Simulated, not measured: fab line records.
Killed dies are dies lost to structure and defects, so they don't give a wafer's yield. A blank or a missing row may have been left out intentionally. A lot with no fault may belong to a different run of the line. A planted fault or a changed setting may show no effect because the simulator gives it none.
fab line records -- flow nand_harc
record lots=6, wafers=18, last_day=23
route steps=1159 shown A_CONTACT@941 A_BLC@964 END@1159
lots untouched by any fault: they come from a run of this same line in which no faults occurred
start_h: hours from the record's opening day to when the first of the lot's shown wafers began -- wait_h: hours since the lot's step before -- " as in the row above -- L1.1+2: a single row standing in for several wafers -- - either no value or no given start -- * or withheld: withheld -- < > ~ a bound
route shown NAME@n: NAME is a module with steps in the file, n the number in the route of the first one -- usual: mean and standard deviation over wafers with no fault -- same: alike in all rows -- chamber/n: place in a boat -- sites: per-site readings -- _std_site: how widely they spread, as a standard deviation -- _edge_site: inner sites' mean taken away from outer sites' mean -- radius_mm: for every site, how far away it sits from the centre of the wafer -- mask NAME#n: copy n -- behind: tool/chamber where the wafer was last shaped -- hold: reason for holding the lot/hours on hold/outcome of the hold -- device: names the non-switching transistor (n, p or np) -- end of line: at the end of the route, the tests of the same wafers -- where a step has no rows: the recipe by itself -- killed: not the wafer's yield, but the dies lost to structure and defects at the first sort -- map: per-die view of a wafer (x killed, . not killed, _ where there is no die)
set.NAME: the run value of the setting; set.NAME@STEP: its run value at that earlier step -- model.NAME: the simulator's own value behind a step, which no gauge read
lots at some steps of the route; a table a step, a row a wafer
services: a tool's chamber out of use, with start hour (start_h, from the record's first day; less than 0 if before it), hours out, and reason
## steps
# step NHARC_A_CONTACT_ETCH_30
# recipe target_depth_a=605, time_s=30.2, cf4_flow_sccm=100, chf3_flow_sccm=30, ar_flow_sccm=0, rf_w=500, bias_w=200, chemistry=CF4/CHF3
# step NHARC_A_CONTACT_ETCH_31
# recipe target_depth_a=20000, over_etch_frac=0.3, time_s=520, ion_energy_ev=150, o2_flow_sccm=400, cos_flow_sccm=20, ar_flow_sccm=0, rf_w=500, bias_w=300, chemistry=O2/COS
# usual chamber_pressure_mTorr=20.001/0.019, cos_flow_sccm=20.00/0.064, drypump_motor_current_A=5.9/0.39, oes_product_au=1.006/0.013, rf_vpp_V=312.7/1.4, showerhead_plenum_p_Torr=3.03/0.079, throttle_valve_pct=28.329/0.01
# same time_s=520
lot.wafer,tool,chamber,start_h,wait_h,chamber_pressure_mTorr,cos_flow_sccm,drypump_motor_current_A,oes_product_au,rf_hours_counter_h,rf_vpp_V,showerhead_plenum_p_Torr,throttle_valve_pct
L652.1,rie_diel-03,0,-,-,20.023,20.00,6.5,1.008,56,310.4,2.92,28.325
L652.4,rie_diel-03,3,-,-,19.991,20.12,5.3,1.027,-,312.3,3.04,28.332
L652.5,rie_diel-03,0,-,-,19.999,19.97,6.5,0.999,-,309.8,2.91,28.327
L654.1,rie_diel-06,0,-,-,20.003,19.94,5.9,1.016,28,312.7,3.03,28.332
L654.3,rie_diel-06,1,-,-,20.007,19.97,5.7,1.016,29,314.4,3.08,28.335
L654.6,rie_diel-06,3,-,-,20.024,20.06,5.6,0.994,-,315.2,3.18,28.322
L661.4,rie_diel-08,2,-,-,19.999,19.89,6.5,0.975,47,313.7,3.15,28.330
L661.3,rie_diel-08,3,-,-,20.003,19.97,5.5,0.983,43,312.9,3.01,28.336
L661.6,rie_diel-08,0,-,-,20.033,20.01,6.2,0.999,-,312.3,2.92,28.329
L662.1,rie_diel-03,3,-,-,19.992,19.99,5.2,1.016,18,313.2,3.03,28.314
L662.3,rie_diel-03,0,-,-,19.977,20.05,6.5,1.004,18,309.9,2.91,28.324
L662.6,rie_diel-03,3,-,-,20.019,20.04,5.3,1.024,-,313.5,3.03,28.331
L671.2,rie_diel-06,1,-,-,19.976,20.09,5.7,1.026,14,312.6,3.07,28.338
L671.5,rie_diel-06,0,-,-,19.978,20.03,6.0,1.009,-,311.1,3.02,28.333
L671.4,rie_diel-06,1,-,-,20.033,20.17,5.7,1.027,-,312.3,3.07,28.335
L672.3,rie_diel-03,2,-,-,19.980,20.02,5.6,0.996,40,311.0,2.93,28.322
L672.1,rie_diel-03,1,-,-,19.985,19.90,6.0,0.993,43,313.4,2.97,28.337
L672.5,rie_diel-03,2,-,-,19.988,20.01,5.5,0.999,-,310.9,2.93,28.323
# step NHARC_A_CONTACT_ETCH_134
# recipe source_w=withheld, pressure_mtorr=20, bias_v=withheld, time_s=140, target_depth_a=7000, ar_flow_sccm=withheld, c4f8_flow_sccm=withheld, o2_flow_sccm=withheld, chemistry=C4F8/O2/Ar
# usual chamber_pressure_mTorr=20.001/0.018, oes_air_line_au=1.002/0.018
# same time_s=140
lot.wafer,tool,chamber,start_h,wait_h,chamber_pressure_mTorr,oes_air_line_au,rf_hours_counter_h
L652.1,har_cap_etch-02,1,385.33,-,20.039,0.999,12
L652.4,har_cap_etch-02,0,385.33,-,20.013,0.976,-
L652.5,har_cap_etch-02,0,385.33,-,20.013,1.010,-
L654.1,har_cap_etch-03,1,389.73,-,19.996,0.977,84
L654.3,har_cap_etch-03,1,389.73,-,20.003,0.965,-
L654.6,har_cap_etch-03,1,389.73,-,19.983,0.986,-
L661.4,har_cap_etch-03,1,440.90,-,20.012,1.011,-
L661.3,har_cap_etch-03,0,440.90,-,20.015,0.998,-
L661.6,har_cap_etch-03,0,440.90,-,19.994,1.015,-
L662.1,har_cap_etch-03,0,451.68,-,20.028,1.022,93
L662.3,har_cap_etch-03,1,451.68,-,19.988,1.045,-
L662.6,har_cap_etch-03,1,451.68,-,19.997,1.001,-
L671.2,har_cap_etch-01,1,498.33,-,20.020,0.998,77
L671.4,har_cap_etch-01,0,498.33,-,19.969,0.983,-
L671.5,har_cap_etch-01,0,498.33,-,19.992,0.972,-
L672.1,har_cap_etch-02,0,509.45,-,20.005,1.027,35
L672.3,har_cap_etch-02,0,509.45,-,19.977,0.987,-
L672.5,har_cap_etch-02,1,509.45,-,19.994,0.981,-
# step NHARC_A_CONTACT_ETCH_135
# recipe source_w=withheld, pressure_mtorr=20, bias_v=3000, time_s=132, target_depth_a=12870, ar_flow_sccm=withheld, c4f8_flow_sccm=withheld, o2_flow_sccm=withheld, chemistry=C4F8/O2/Ar
# step NHARC_A_CONTACT_ETCH_136
# recipe source_w=withheld, pressure_mtorr=20, bias_v=3000, time_s=132, target_depth_a=12870, ar_flow_sccm=withheld, c4f8_flow_sccm=withheld, o2_flow_sccm=withheld, chemistry=C4F8/O2/Ar
# step NHARC_A_CONTACT_ETCH_137
# recipe source_w=withheld, pressure_mtorr=20, bias_v=3000, time_s=132, target_depth_a=12870, ar_flow_sccm=withheld, c4f8_flow_sccm=withheld, o2_flow_sccm=withheld, chemistry=C4F8/O2/Ar
# step NHARC_A_CONTACT_ETCH_138
# recipe source_w=withheld, pressure_mtorr=20, bias_v=3000, time_s=132, target_depth_a=12890, ar_flow_sccm=withheld, c4f8_flow_sccm=withheld, o2_flow_sccm=withheld, chemistry=C4F8/O2/Ar
# usual chamber_pressure_mTorr=19.999/0.016, oes_air_line_au=0.999/0.022
# same time_s=132
lot.wafer,tool,chamber,start_h,wait_h,chamber_pressure_mTorr,oes_air_line_au,rf_hours_counter_h
L652.1,har_cap_etch-02,1,385.89,0.1,20.004,1.010,12
L652.4,har_cap_etch-02,0,385.89,0.1,19.998,0.984,-
L652.5,har_cap_etch-02,0,385.89,0.1,19.996,1.008,-
L654.1,har_cap_etch-03,1,390.30,0.1,19.990,1.015,85
L654.3,har_cap_etch-03,1,390.30,0.1,19.991,0.989,-
L654.6,har_cap_etch-03,1,390.30,0.1,20.000,0.993,-
L661.4,har_cap_etch-03,1,441.45,0.1,20.012,0.995,-
L661.3,har_cap_etch-03,0,441.45,0.1,19.989,0.999,-
L661.6,har_cap_etch-03,0,441.45,0.1,19.987,0.995,-
L662.1,har_cap_etch-03,0,452.23,0.1,19.994,0.985,93
L662.3,har_cap_etch-03,1,452.23,0.1,20.043,1.030,-
L662.6,har_cap_etch-03,1,452.23,0.1,20.005,1.038,-
L671.2,har_cap_etch-01,1,498.89,0.1,19.972,0.993,77
L671.4,har_cap_etch-01,0,498.89,0.1,20.006,1.017,-
L671.5,har_cap_etch-01,0,498.89,0.1,19.999,1.006,-
L672.1,har_cap_etch-02,0,510.00,0.1,19.962,1.000,35
L672.3,har_cap_etch-02,0,510.00,0.1,19.949,0.993,-
L672.5,har_cap_etch-02,1,510.00,0.1,20.005,1.003,-
# step NHARC_A_CONTACT_ETCH_139
# recipe source_w=withheld, pressure_mtorr=20, bias_v=400, time_s=137, target_depth_a=5900, ar_flow_sccm=withheld, c4f8_flow_sccm=11.5, o2_flow_sccm=7.2, chemistry=C4F8/O2/Ar
# step NHARC_A_CONTACT_ETCH_92
# recipe target_depth_a=400, over_etch_frac=0.5, time_s=85.7, ion_energy_ev=120, ch3f_flow_sccm=50, o2_flow_sccm=30, ar_flow_sccm=200, rf_w=500, bias_w=100, chemistry=CH3F/O2
# step NHARC_A_CONTACT_ETCH_98
# recipe target_depth_a=200, over_etch_frac=0.5, time_s=10, ion_energy_ev=250, c4f6_flow_sccm=25, o2_flow_sccm=20, ar_flow_sccm=500, rf_w=600, bias_w=500, chemistry=C4F6/O2
# usual chamber_pressure_mTorr=30.000/0.027, drypump_motor_current_A=5.9/0.38, oes_product_au=0.960/0.021, rf_vpp_V=544.8/2.2, showerhead_plenum_p_Torr=3.83/0.094, throttle_valve_pct=26.904/0.0096
# same time_s=10
lot.wafer,tool,chamber,start_h,wait_h,chamber_pressure_mTorr,drypump_motor_current_A,oes_product_au,rf_hours_counter_h,rf_vpp_V,showerhead_plenum_p_Torr,throttle_valve_pct
L652.1,rie_diel-06,3,-,-,30.005,5.7,0.927,25,548.1,3.99,26.914
L652.4,rie_diel-06,0,-,-,30.033,6.0,0.951,27,544.7,3.81,26.887
L652.5,rie_diel-06,3,-,-,29.966,5.7,0.934,-,548.2,3.99,26.909
L654.3,rie_diel-08,0,-,-,29.974,6.2,0.965,29,542.8,3.69,26.893
L654.1,rie_diel-08,1,-,-,30.033,5.9,0.964,27,544.7,3.78,26.897
L654.6,rie_diel-08,2,-,-,30.015,6.5,0.967,-,546.6,3.96,26.889
L661.3,rie_diel-06,3,-,-,29.967,5.7,0.944,3,548.5,3.99,26.898
L661.4,rie_diel-06,0,-,-,29.991,6.0,0.962,3,543.4,3.81,26.903
L661.6,rie_diel-06,2,-,-,29.958,6.6,0.940,-,545.8,3.86,26.892
L662.1,rie_diel-06,3,-,-,29.987,5.7,0.930,4,549.1,3.98,26.904
L662.3,rie_diel-06,2,-,-,30.010,6.6,0.948,4,544.3,3.86,26.911
L662.6,rie_diel-06,0,-,-,30.027,5.9,0.968,-,544.5,3.81,26.909
L671.2,rie_diel-06,1,499.61,0.1,30.003,5.7,0.976,15,545.3,3.86,26.906
L671.5,rie_diel-06,3,499.61,0.1,30.009,5.7,0.958,-,549.0,3.98,26.902
L671.4,rie_diel-06,1,499.61,0.1,29.995,5.7,0.986,-,545.4,3.86,26.927
L672.1,rie_diel-08,3,-,-,29.993,5.6,0.946,10,542.9,3.78,26.906
L672.3,rie_diel-08,1,-,-,29.987,5.9,0.965,12,543.3,3.76,26.895
L672.5,rie_diel-08,0,-,-,30.003,6.3,0.956,-,543.0,3.67,26.913
# step NHARC_A_CONTACT_CD_MEAS_15
# usual cd_nm=90.2/0.6
lot.wafer,tool,chamber,start_h,wait_h,cd_nm
L652.1,cd_sem-03,-,386.62,-,90.3
L652.4,cd_sem-03,-,386.62,-,90.2
L652.5,cd_sem-03,-,386.62,-,90.1
L654.1,cd_sem-01,-,391.29,-,90.3
L654.3,cd_sem-01,-,391.29,-,89.5
L654.6,cd_sem-01,-,391.29,-,90.4
L661.3,cd_sem-01,-,442.15,-,91.4
L661.4,cd_sem-01,-,442.15,-,90.6
L661.6,cd_sem-01,-,442.15,-,90.9
L662.1,cd_sem-02,-,452.95,-,91.1
L662.3,cd_sem-02,-,452.95,-,91.1
L662.6,cd_sem-02,-,452.95,-,90.7
L671.2,cd_sem-03,-,499.69,-,90.6
L671.4,cd_sem-03,-,499.69,-,90.6
L671.5,cd_sem-03,-,499.69,-,91.4
L672.1,cd_sem-03,-,510.75,-,90.8
L672.3,cd_sem-03,-,510.75,-,89.9
L672.5,cd_sem-03,-,510.75,-,90.1
# step NHARC_A_CONTACT_STRIP_107
# recipe n2_flow_sccm=150, h2_flow_sccm=150, ar_flow_sccm=0, bias_w=0, chemistry=N2/H2
# step NHARC_A_CONTACT_STRIP_108
# recipe cf4_flow_sccm=100, chf3_flow_sccm=30, ar_flow_sccm=0, bias_w=0, chemistry=CF4/CHF3
lot.wafer,tool,chamber,start_h,wait_h
L652.1+5+4,rie_diel-03,"0,3,2",386.81,0.1
L654.3+1+6,rie_diel-03,"3,0,2",391.48,0.1
L661.3+4+6,rie_diel-08,"0,1,0",442.32,0.1
L662.3+1+6,rie_diel-06,"2,1,3",453.12,0.1
L671.2+4+5,rie_diel-03,"1,2,2",499.85,0.1
L672.1+3+5,rie_diel-03,"2,0,3",510.92,0.1
# step NHARC_A_CONTACT_STRIP_109
# recipe o2_flow_sccm=400, cos_flow_sccm=20, ar_flow_sccm=0, bias_w=0, chemistry=O2/COS
# step NHARC_A_CONTACT_ETCH_110
# recipe target_depth_a=500, overetch_a=50, time_s=27.5, ion_energy_ev=100, cf4_flow_sccm=80, o2_flow_sccm=20, ar_flow_sccm=0, rf_w=300, bias_w=100, chemistry=CF4/O2
# step NHARC_A_CONTACT_STRIP_26
# recipe o2_flow_sccm=500, ar_flow_sccm=0, bias_w=0, chemistry=O2
# usual chamber_pressure_mTorr=60.00/0.056, drypump_motor_current_A=5.9/0.41, oes_product_au=1.006/0.011, rf_vpp_V=57.5/0.77, showerhead_plenum_p_Torr=3.41/0.087, throttle_valve_pct=17.037/0.0095
lot.wafer,tool,chamber,start_h,wait_h,chamber_pressure_mTorr,drypump_motor_current_A,oes_product_au,rf_hours_counter_h,rf_vpp_V,showerhead_plenum_p_Torr,throttle_valve_pct
L652.1,rie_diel-03,2,-,-,60.05,5.6,1.010,57,57.3,3.33,17.050
L652.4,rie_diel-03,0,-,-,59.98,6.5,1.009,-,58.4,3.30,17.029
L652.5,rie_diel-03,2,-,-,59.95,5.6,1.011,-,56.6,3.33,17.031
L654.3,rie_diel-03,2,-,-,60.13,5.6,1.003,58,57.6,3.33,17.045
L654.1,rie_diel-03,3,-,-,60.01,5.3,1.014,57,58.2,3.44,17.040
L654.6,rie_diel-03,3,-,-,60.00,5.3,1.019,-,58.2,3.44,17.033
L661.3,rie_diel-08,1,-,-,60.02,5.9,1.005,46,57.0,3.39,17.046
L661.4,rie_diel-08,0,-,-,60.03,6.3,0.998,44,57.6,3.31,17.024
L661.6,rie_diel-08,2,-,-,60.04,6.5,0.997,-,57.8,3.56,17.032
L662.3,rie_diel-06,0,-,-,59.99,6.0,1.006,4,57.1,3.42,17.038
L662.1,rie_diel-06,2,-,-,60.00,6.5,0.993,4,58.6,3.47,17.035
L662.6,rie_diel-06,0,-,-,60.03,6.0,1.018,-,56.9,3.42,17.035
L671.4,rie_diel-03,2,-,-,59.95,5.6,0.992,36,57.2,3.31,17.017
L671.2,rie_diel-03,1,-,-,60.02,6.0,1.007,38,55.8,3.36,17.042
L671.5,rie_diel-03,2,-,-,59.96,5.5,1.007,-,57.2,3.31,17.030
L672.3,rie_diel-03,3,-,-,60.07,5.3,1.019,41,56.7,3.41,17.042
L672.1,rie_diel-03,1,-,-,59.94,6.0,0.991,43,57.2,3.35,17.039
L672.5,rie_diel-03,2,-,-,59.98,5.6,0.987,-,58.2,3.31,17.033
# step NHARC_A_CONTACT_STRIP_27
# recipe time_s=600, temp_c=30, chemistry=post_etch_residue_remover
# step NHARC_A_CONTACT_ALD_18
# recipe target_thk_a=30, pulse_time_s=1, ald_cycles=150, temp_c=450, material=TiN
# step NHARC_A_CONTACT_CVD_19
# recipe target_thk_a=3000, temp_c=300, pressure_torr=40, wf6_flow_sccm=40, h2_flow_sccm=1600, ar_flow_sccm=1560, time_s=802, material=W
# step NHARC_A_CONTACT_CMP_20
# recipe t_overpolish_s=30, target_thk_nm=300
# step NHARC_A_CONTACT_SRD_22
# step NHARC_A_BLC_DEHYDRATE_00
# recipe temp_c=150, time_s=120
# step NHARC_A_BLC_HMDS_01
# recipe time_s=30
# step NHARC_A_BLC_COAT_02
# recipe temp_c=260, time_s=75
# step NHARC_A_BLC_COAT_03
# recipe temp_c=225, time_s=65
# step NHARC_A_BLC_COAT_04
# recipe spin_rpm=1500, resist_thk_nm=90
# step NHARC_A_BLC_SOFTBAKE_05
# recipe temp_c=105, time_s=55
# step NHARC_A_BLC_EBR_06
# step NHARC_A_BLC_EXPOSE_07
# recipe na=1.35, target_cd_nm=100, dose_mj=67.97, mask_id=A_BLC
# step NHARC_A_BLC_PEB_08
# recipe peb_temp_c=100, peb_time_s=65
# step NHARC_A_BLC_DEVELOP_09
# recipe develop_time_s=35, dev_temp_c=23
# step NHARC_A_BLC_CD_MEAS_10
# recipe target_cd_nm=100, landing_energy_ev=500
# usual cd_nm=100.1/0.77
# same landing_energy_ev=500
lot.wafer,tool,chamber,start_h,wait_h,cd_nm
L652.1,cd_sem-03,0,391.82,-,101.2
L652.4,cd_sem-03,0,391.82,-,100.6
L652.5,cd_sem-03,0,391.82,-,99.9
L654.1,cd_sem-01,0,394.78,-,100.5
L654.3,cd_sem-01,0,394.78,-,101.3
L654.6,cd_sem-01,0,394.78,-,101.0
L661.3,cd_sem-03,0,452.16,-,101.0
L661.4,cd_sem-03,0,452.16,-,99.9
L661.6,cd_sem-03,0,452.16,-,101.2
L662.1,cd_sem-01,0,456.49,-,100.5
L662.3,cd_sem-01,0,456.49,-,99.5
L662.6,cd_sem-01,0,456.49,-,101.2
L671.2,cd_sem-02,0,504.80,-,101.1
L671.4,cd_sem-02,0,504.80,-,100.9
L671.5,cd_sem-02,0,504.80,-,99.4
L672.1,cd_sem-02,0,513.57,-,101.0
L672.3,cd_sem-02,0,513.57,-,101.1
L672.5,cd_sem-02,0,513.57,-,100.9
# step NHARC_A_BLC_OVL_MEAS_11
# usual overlay_x_nm=-0.1/0.77, overlay_y_nm=0.0/0.93
lot.wafer,tool,chamber,start_h,wait_h,overlay_x_nm,overlay_y_nm
L652.1,overlay-02,-,391.91,-,1.0,-1.4
L652.4,overlay-02,-,391.91,-,0.5,-1.5
L652.5,overlay-02,-,391.91,-,0.0,-1.1
L654.1,overlay-01,-,394.87,-,0.2,1.9
L654.3,overlay-01,-,394.87,-,0.3,2.6
L654.6,overlay-01,-,394.87,-,0.0,1.9
L661.3,overlay-01,-,452.24,-,0.8,-0.1
L661.4,overlay-01,-,452.24,-,0.4,0.0
L661.6,overlay-01,-,452.24,-,0.3,0.1
L662.1,overlay-01,-,456.58,-,1.3,-1.3
L662.3,overlay-01,-,456.58,-,0.5,-1.1
L662.6,overlay-01,-,456.58,-,0.8,-1.2
L671.2,overlay-01,-,504.89,-,0.8,-0.2
L671.4,overlay-01,-,504.89,-,0.8,-0.5
L671.5,overlay-01,-,504.89,-,0.3,0.2
L672.1,overlay-01,-,513.66,-,-0.4,-0.8
L672.3,overlay-01,-,513.66,-,-0.4,-0.3
L672.5,overlay-01,-,513.66,-,-0.6,-0.1
# step NHARC_A_BLC_DESCUM_15
# recipe time_s=3, o2_flow_sccm=200, ar_flow_sccm=0, bias_power_w=0, chemistry=O2
# step NHARC_A_BLC_ETCH_16
# recipe target_depth_a=390, over_etch_frac=0.3, time_s=65, ion_energy_ev=80, cf4_flow_sccm=150, ar_flow_sccm=0, rf_w=300, bias_w=100, chemistry=CF4
# step NHARC_A_BLC_ETCH_17
# recipe target_depth_a=3900, over_etch_frac=0.25, time_s=609.38, ion_energy_ev=200, n2_flow_sccm=150, h2_flow_sccm=150, ar_flow_sccm=0, rf_w=400, bias_w=150, chemistry=N2/H2
# step NHARC_A_BLC_ETCH_18
# recipe target_depth_a=9100, c4f8_flow_sccm=20, o2_flow_sccm=10, ar_flow_sccm=withheld, rf_w=600, bias_w=1500, chemistry=C4F8/O2/Ar
# step NHARC_A_BLC_CD_MEAS_19
# usual cd_nm=100.1/1.9
lot.wafer,tool,chamber,start_h,wait_h,cd_nm
L652.1,cd_sem-01,-,392.98,-,102.8
L652.4,cd_sem-01,-,392.98,-,103.5
L652.5,cd_sem-01,-,392.98,-,98.7
L654.1,cd_sem-03,-,396.42,-,99.5
L654.3,cd_sem-03,-,396.42,-,99.7
L654.6,cd_sem-03,-,396.42,-,100.0
L661.3,cd_sem-01,-,453.31,-,103.0
L661.4,cd_sem-01,-,453.31,-,101.0
L661.6,cd_sem-01,-,453.31,-,101.5
L662.1,cd_sem-03,-,457.65,-,98.9
L662.3,cd_sem-03,-,457.65,-,99.0
L662.6,cd_sem-03,-,457.65,-,101.1
L671.2,cd_sem-02,-,505.96,-,100.0
L671.4,cd_sem-02,-,505.96,-,99.4
L671.5,cd_sem-02,-,505.96,-,97.2
L672.1,cd_sem-02,-,514.73,-,103.0
L672.3,cd_sem-02,-,514.73,-,100.0
L672.5,cd_sem-02,-,514.73,-,101.2
# step NHARC_A_BLC_STRIP_29
# recipe cf4_flow_sccm=150, ar_flow_sccm=0, bias_w=0, chemistry=CF4
# step NHARC_END_SORT_01
# recipe temp_c=25
# usual killed_at_array=27/9.9, killed_at_other=0.6/0.84, killed_at_periphery=3.7/2.5, killed_dies=31/9.9, killed_open=3.0/1.6, killed_short=1.9/1.2
# same gross_dies=677
lot.wafer,tool,chamber,start_h,wait_h,killed_at_array,killed_at_other,killed_at_periphery,killed_dies,killed_open,killed_short
L662.1,prober-01,0,502.43,2.5,29,0,2,31,2,2
L662.3,prober-01,0,504.03,3.1,32,0,5,37,3,3
L662.6,prober-01,0,506.44,4.0,30,1,4,35,9,5
L671.4,prober-02,0,552.95,3.4,122,0,3,125,2,3
L671.5,prober-02,0,553.76,3.7,94,0,1,95,1,1
L672.1,prober-01,0,558.36,2.5,90,0,5,95,2,1
L672.3,prober-01,0,560.00,3.1,23,1,10,34,3,2
L672.5,prober-01,0,561.64,3.8,23,0,8,31,4,3
# killed by level:class
L662.1 A_SLIT:chamber_film_flake=12 A_CHANNEL_HOLE_D1:chamber_film_flake=7 A_STAIRCASE:chamber_film_flake=5 A_CONTACT:geometric_particle:open=2 P_M0:geometric_particle:short=1 A_CHANNEL_FILL_D1:geometric_particle:short=1 P_M1:chamber_film_flake=1 A_CONTACT:chamber_film_flake=1
L662.3 A_SLIT:chamber_film_flake=10 A_STAIRCASE:chamber_film_flake=6 A_CONTACT:chamber_film_flake=4 A_CHANNEL_HOLE_D1:chamber_film_flake=3 A_SGD_CUT:chamber_film_flake=3 A_WL_FILL:geometric_particle:short=2 P_CONTACT:geometric_particle:open=1 A_WL_FILL:geometric_particle:open=1
L662.6 A_SLIT:chamber_film_flake=10 A_CHANNEL_HOLE_D1:chamber_film_flake=4 A_ONON_D1:geometric_particle:open=3 A_WL_FILL:geometric_particle:short=2 P_ZERO_WELL:chamber_film_flake=2 A_STAIRCASE:chamber_film_flake=2 P_CONTACT:geometric_particle:open=1 P_M1:geometric_particle:open=1
L671.4 A_CONTACT:unspecified=71 A_CHANNEL_HOLE_D1:chamber_film_flake=23 A_SLIT:chamber_film_flake=14 A_STAIRCASE:chamber_film_flake=4 A_SGD_CUT:chamber_film_flake=2 A_CONTACT:chamber_film_flake=2 A_ONON_D1:geometric_particle:short=1 A_CHANNEL_FILL_D1:geometric_particle:short=1
L671.5 A_CONTACT:unspecified=67 A_SLIT:chamber_film_flake=11 A_CHANNEL_HOLE_D1:chamber_film_flake=10 A_STAIRCASE:chamber_film_flake=2 A_SGD_CUT:chamber_film_flake=2 A_CONTACT:geometric_particle:open=1 A_BLC:geometric_particle:short=1 P_M0:chamber_film_flake=1
L672.1 A_CONTACT:unspecified=75 A_CHANNEL_HOLE_D1:chamber_film_flake=10 P_STI:chamber_film_flake=2 A_STAIRCASE:chamber_film_flake=2 P_M0:geometric_particle:open=1 A_WL_FILL:geometric_particle:short=1 A_CONTACT:geometric_particle:open=1 P_M0:chamber_film_flake=1
L672.3 A_CHANNEL_HOLE_D1:chamber_film_flake=9 A_STAIRCASE:chamber_film_flake=8 P_M0:chamber_film_flake=4 P_M2:chamber_film_flake=3 A_CONTACT:chamber_film_flake=3 P_GATE:geometric_particle:open=1 P_CONTACT:geometric_particle:short=1 P_M0:geometric_particle:open=1
L672.5 A_CHANNEL_HOLE_D1:chamber_film_flake=8 A_STAIRCASE:chamber_film_flake=5 P_M2:chamber_film_flake=4 A_CONTACT:chamber_film_flake=3 A_SLIT:chamber_film_flake=2 P_GATE:geometric_particle:open=1 P_M0:geometric_particle:short=1 A_ONON_D1:geometric_particle:short=1
# map L671.4 (x killed, . not)
____________.____________
_________......._________
_______......xx..x_______
______.....xxxxxxx.______
_____......xxxxxxx.._____
____......xxxxxxxxx..____
____....x.xxxxxxxxx..____
___........xxxxxxx.x..___
___........xxxxxxxx...___
__......xxxxxxxxxx.....__
__......x.xxxxxxxxxx...__
_...........xxxxxxx....._
_..........xx.xxxxx....._
_...............xx..x..._
_......................._
_....x.................x_
....xx.......x.x.........
...x...x..............x..
...xxx.x.................
......xx.................
...xxx.x....x...x........
_..xxx.xxx....x........._
_......................._
_.xxx..x................_
_......................._
_.x....................._
__.................x...__
__.....................__
___...................___
___...................___
____.................____
____......x..........____
_____..............._____
______.............______
_______..........._______
_________......._________
____________.____________
# map L672.1 (x killed, . not)
____________.____________
_________..xxx.._________
_______.......x.x._______
______.....x.xxxx.x______
_____.....xxxxxxx..._____
____.....x..xxxxxx...____
____..x....xxxxxxxx..____
___.......xxxxxxx.x...___
___........xxxxxxx....___
__........xxxxxxx..x...__
__...x....xxxxxxxx.....__
_.....x...xxxxxxxx...x.._
_.............x........._
_...........xx.........._
_..............x........_
_............x.........._
...............x.......xx
......................x.x
.......................xx
.......................xx
...x....................x
_......................._
_......................._
_..x...................._
_..x...................._
_......................._
__..x..................__
__.....................__
___...................___
___...................___
____.................____
____.................____
_____..............._____
______.............______
_______..........._______
_________......._________
____________.____________
## services
tool,chamber,start_h,hours,kind
rie_diel-06,2,363.74,8.6,repair
rie_diel-03,0,372.34,-,clean
rie_diel-03,1,372.34,-,clean
rie_diel-03,2,372.34,-,clean
rie_diel-03,3,372.34,-,clean
rie_diel-06,2,372.95,7.0,repair
rie_diel-03,1,384.02,-,consumable_replace:focus_ring
rie_diel-03,1,384.02,9.0,scheduled_down
rie_diel-03,1,384.02,9.0,vent_cycle
rie_diel-03,-,392.49,9.0,pm
rie_diel-03,0,392.49,9.0,vent_cycle
rie_diel-03,2,392.49,9.0,vent_cycle
rie_diel-03,3,392.49,9.0,vent_cycle
rie_diel-03,0,401.49,-,clean
rie_diel-03,1,401.49,-,clean
rie_diel-03,2,401.49,-,clean
rie_diel-03,3,401.49,-,clean
rie_diel-08,3,412.25,7.3,repair
rie_diel-06,-,418.25,9.0,pm
rie_diel-08,0,425.33,4.7,repair
rie_diel-08,2,457.24,16.9,repair
rie_diel-08,-,478.95,9.0,pm
rie_diel-06,2,496.83,10.5,repair
rie_diel-08,0,501.98,4.2,repair
## key
first_sign step=NHARC_END_SORT_01, reading=killed_at_array, direction=up, sigmas=7.5, usual=27, struck=102
effect step=NHARC_END_SORT_01, reading=killed_dies, direction=up, sigmas=7.4, usual=31, struck=105
more_kills_born_at NHARC_A_CONTACT_STRIP_108@rie_diel-03=212
met_at NHARC_A_CONTACT_STRIP_108
struck_wafers L671.4,L671.5,L672.1
tester_left_out L671,L672
onset_between 391.48 499.85
fault kind=chamber_particle_source, tool=rie_diel-03, chamber=2, onset_h=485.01, steps=NHARC_A_CONTACT_STRIP_108, rate_per_visit_cm2=0.51184, end_h=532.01
# tester_left_out: of these lots the tester's yield and bins aren't shown, on N5 and GAA mostly nor the transistor test; their killed dies are dies lost to structure and defects alone, not to doping, threshold or leakage, so they don't give the yield
